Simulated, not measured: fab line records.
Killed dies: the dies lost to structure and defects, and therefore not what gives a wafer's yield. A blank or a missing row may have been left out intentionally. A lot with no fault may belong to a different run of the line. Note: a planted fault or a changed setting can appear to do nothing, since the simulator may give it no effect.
Which of the tools did it? + flow n5_finfet + 30 wafers sampled from 10 lots at 1 step of a route of 1938

== WHAT EACH GAUGE READ, for each wafer ==
N5_DUMMY_GATE_OVL_MEAS_16.
| lot  | measured    | on         | GATE_OVL (nm) |
|------|-------------|------------|---------------|
| L076 | day 3 10:39 | overlay-02 | 0.3 1.0 0.6   |
| L078 | day 3 23:16 | overlay-02 | -0.3 -0.6 0.1 |
| L080 | day 4 09:54 | overlay-01 | 0.5 -0.7 -0.2 |
| L082 | day 4 23:50 | overlay-02 | -0.3 0.2 0.5  |
| L085 | day 5 16:31 | overlay-02 | 1.7 1.0 0.6   |
| L087 | day 6 08:37 | overlay-02 | 0.3 -0.6 0.5  |
| L089 | day 6 18:39 | overlay-01 | 0.5 0.2 0.3   |
| L092 | day 7 11:44 | overlay-02 | 0.0 1.3 1.2   |
| L095 | day 8 05:58 | overlay-01 | 1.2 1.7 0.8   |
| L097 | day 8 22:47 | overlay-02 | -1.0 0.1 -0.4 |

== EACH LOT AND THE TOOL THAT RAN IT (in order: tool; ch and the chambers of the sampled wafers; start) ==
The record holds no process step before these readings.

== THE ANSWER, worked out from the rows above alone ==
Rule: what is usual is taken from the lots themselves. The widest of any qualifying gaps counts: lots, ordered by their means at a reading, are off when they make up no more than a third of the lots, leave a main group of 4 or more, and stand apart from it by 3 or more times the standard deviation of that group's means. The tables above print the reading to a certain number of digits; a main group whose means all agree to those digits is not used. A lot without any number at a reading at which 4 lots or more have one is off too. The other lots that the step has rows for count as sound.
Across all readings shown, no lot is off: no conclusion can be drawn from this.

== WHAT THE SIMULATOR HAD INSERTED ==
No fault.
